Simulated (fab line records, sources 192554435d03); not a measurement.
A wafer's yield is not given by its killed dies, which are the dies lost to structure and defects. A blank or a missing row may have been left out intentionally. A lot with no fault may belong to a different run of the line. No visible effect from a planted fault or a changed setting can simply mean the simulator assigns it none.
Struck lot and sound lot, side by side + flow n5-finfet + 17 steps out of a route of 1938
Sound: these wafers, L915.1, L915.3, L915.4. The struck wafers were L921.4, L921.5, L921.6. At the end, the cause is stated.
For every step that has rows: the tool of each side, followed by ch and its chambers, followed by its first start. Under that, the readings that differ: sound wafers + struck wafers + difference of the means + sigmas: that difference in standard deviations of wafers without a fault.
alike: a reading whose means differ by less than 2 such deviations, as well as words and numbers matching on both sides. not compared: withheld readings; readings where some wafer has no value; bounds like >300 that might hide an equal value; numbers whose values overlap and for which the record gives no deviation.
Wherever a step has rows on one side only, a row that says differs or no value, or a row with sigmas, the two part there. Non-overlapping numbers with no deviation appear without sigmas and do not part them. A reading that every wafer of one side lacks parts them only if that side has two wafers or more.

first, 9 steps without rows for these wafers: N5_BEOL_M3_COAT_05 (resist thk 30 nm); N5_BEOL_M3_EBR_07; N5_BEOL_M3_SOFTBAKE_06 (time 60 s); N5_BEOL_M3_EXPOSE_08 (exposes mask M3); N5_BEOL_M3_PEB_09 (peb time 60 s); N5_BEOL_M3_DEVELOP_10 (develop time 30 s); N5_BEOL_M3_DESCUM_16 (chemistry O2, time 7 s); N5_BEOL_M3_ETCH_74 (etches underlayer in N2/H2, target depth 6.5 nm, time 5.2 s); N5_BEOL_M3_ETCH_63 (etches SiARC in CF4, target depth 15.6 nm, time 26 s).
N5_BEOL_M3_ETCH_64: etches SOC in N2/H2, target depth 75 nm, overetch 15 nm, time 112.5 s.
  sound on rie-diel-04 ch 1,2,3, day 9 13:46; struck on rie-diel-04 ch 2,3, day 11 02:07
| reading                                    | sound             | struck      | difference                    | sigmas |
|--------------------------------------------|-------------------|-------------|-------------------------------|--------|
| rf-fwd-power-W (W)                         | 838.5 836.0 838.0 | - - -       | no value on the struck wafers |        |
| model.SiARC_of_BEOL_M3_COAT_62.thk-nm (nm) | 6.8 6.4 7         | 7.6 7.8 7.4 | +0.9                          |        |
  alike: chamber-pressure-mTorr, drypump-motor-current-A, oes-product-au, rf-vpp-V, showerhead-plenum-p-Torr, throttle-valve-pct
  not compared: rf-hours-counter-h, model.BEOL_M3.cd-offset-nm
then, 3 steps without rows for these wafers: N5_BEOL_M3_STRIP_65 (strips in N2/H2); N5_BEOL_M3_STRIP_75 (strips in N2/H2); N5_BEOL_M3_STRIP_66 (strips in CF4).
N5_BEOL_M3_HM_OPEN_17: chemistry Cl2/BCl3, target TiN, target depth 20 nm, overetch 6 nm.
  sound on rie-metal-02 ch 0,1, day 9 13:55; struck on rie-metal-01 ch 0,1, day 11 02:19
  alike: bcl3-flow-sccm, chamber-pressure-mTorr, drypump-motor-current-A, oes-product-au, rf-fwd-power-W, throttle-valve-pct
  not compared: rf-hours-counter-h, model.BEOL_M3.cd-offset-nm
then, 1 step without rows for these wafers: N5_BEOL_M3_STRIP_19 (strips in O2).
N5_BEOL_M4_RC_MEAS_101:
  sound on prober-01 ch 0, day 10 20:34; struck on prober-02 ch 0, day 12 08:42
  alike: DIBL_N, DIBL_P, IOFF_N, IOFF_P, ION_N, ION_P, SS_N, SS_P, VT_N, VT_P
-- the record jumps here: 4 days lie between the struck wafers' starts before and after (it left off in module BEOL_M4 and takes up again in module PASSIVATION, whose first step shown is number 1936 of the route) --
N5_PASSIVATION_PROBE_49:
  struck on prober-01, day 16 10:17; sound on prober-01, day 15 09:40
| reading            | sound    | struck | difference | sigmas |
|--------------------|----------|--------|------------|--------|
| killed-at-contacts | 21 30 26 | 4 4 18 | -17        | -3     |
  alike: defect-limited-yield, killed_at_M0_to_M3, killed_at_M4_up, killed-at-front-end, killed-at-other, killed-dies, killed-open, killed-short, sort_bin_5_function, sort_bin_6_memory, sort-n-pass, sort-yield-pct

== WHERE THEY PART ==
First at N5_BEOL_M3_ETCH_64; last, within this record, at N5_PASSIVATION_PROBE_49.

WHY: what the simulator had put in
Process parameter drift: rie-diel-04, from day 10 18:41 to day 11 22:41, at N5_BEOL_M3_ETCH_64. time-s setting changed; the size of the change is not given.
